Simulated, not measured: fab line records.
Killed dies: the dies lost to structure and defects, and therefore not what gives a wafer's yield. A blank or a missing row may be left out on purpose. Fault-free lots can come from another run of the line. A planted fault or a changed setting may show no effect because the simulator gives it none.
Matching of chambers | flow n5Finfet | N5_HKMG_FIN_ETCH_31 on rieDiel-03: 4 sister chambers
The step etches SiARC in CF4, target depth 45.5 nm, time 75.8 s. 16 wafers are shown with their chamber, then 8 later ones without.

== WAFERS WITH THEIR CHAMBER ==
wafer  | chamber | showerheadPlenumPTorr (Torr) | throttleValvePct (%) | oesProductAu (a.u.)
L076.1 | 3       | 2.26                         | 15.43                | 0.70
L076.3 | 2       | 2.07                         | 15.60                | 0.68
L076.6 | 1       | 2.28                         | 15.12                | 0.82
L077.1 | 0       | 2.07                         | 15.58                | 0.67
L077.4 | 2       | 2.06                         | 15.63                | 0.67
L077.5 | 3       | 2.26                         | 15.43                | 0.70
L078.1 | 3       | 2.26                         | 15.44                | 0.70
L078.3 | 0       | 2.07                         | 15.58                | 0.67
L078.5 | 2       | 2.06                         | 15.60                | 0.68
L080.2 | 1       | 2.27                         | 15.13                | 0.80
L080.5 | 1       | 2.27                         | 15.13                | 0.81
L080.6 | 2       | 2.06                         | 15.62                | 0.67
L082.2 | 2       | 2.06                         | 15.62                | 0.67
L082.4 | 3       | 2.26                         | 15.46                | 0.69
L082.5 | 0       | 2.07                         | 15.59                | 0.66
L085.1 | 2       | 2.06                         | 15.64                | 0.66

SIGNATURES (means of the wafers above)
reading               | chamber 0 | chamber 1 | chamber 2 | chamber 3 | scatter within a chamber
showerheadPlenumPTorr | 2.0700    | 2.2733    | 2.0617    | 2.2600    | 0.00354
throttleValvePct      | 15.5833   | 15.1267   | 15.6183   | 15.4400   | 0.013
oesProductAu          | 0.6667    | 0.8100    | 0.6717    | 0.6975    | 0.00722
Rule: for each reading, subtract the chamber's mean from the wafer's reading, divide by that reading's scatter and square the result; add these up over the readings and take the root, which gives the wafer's distance from the chamber. If the next closest chamber is less than 2 further off than the closest, the wafer can't be placed; otherwise it belongs to the closest. The scatter: take each reading less its chamber's mean, square it, sum over the shown wafers, divide by the number of wafers less the number of chambers, and take the root.

== WAFERS WHOSE CHAMBER IS MISSING ==
wafer  | showerheadPlenumPTorr (Torr) | throttleValvePct (%) | oesProductAu (a.u.)
L085.4 | 2.26                         | 15.45                | 0.68
L085.5 | 2.06                         | 15.62                | 0.66
L090.4 | 2.25                         | 15.49                | 0.67
L090.5 | 2.06                         | 15.66                | 0.65
L090.6 | 2.27                         | 15.16                | 0.78
L092.4 | 2.27                         | 15.17                | 0.79
L092.5 | 2.27                         | 15.18                | 0.78
L092.6 | 2.06                         | 15.66                | 0.66

== EACH ONE'S CHAMBER ==
wafer  | from the rows above | in truth
L085.4 | 3                   | 3
L085.5 | 2                   | 2
L090.4 | 3                   | 3
L090.5 | 2                   | 2
L090.6 | 1                   | 1
L092.4 | 1                   | 1
L092.5 | 1                   | 1
L092.6 | 2                   | 2
Correct placement for 8 of the 8. From these rows, 0 cannot be placed. Wrongly placed: 0.
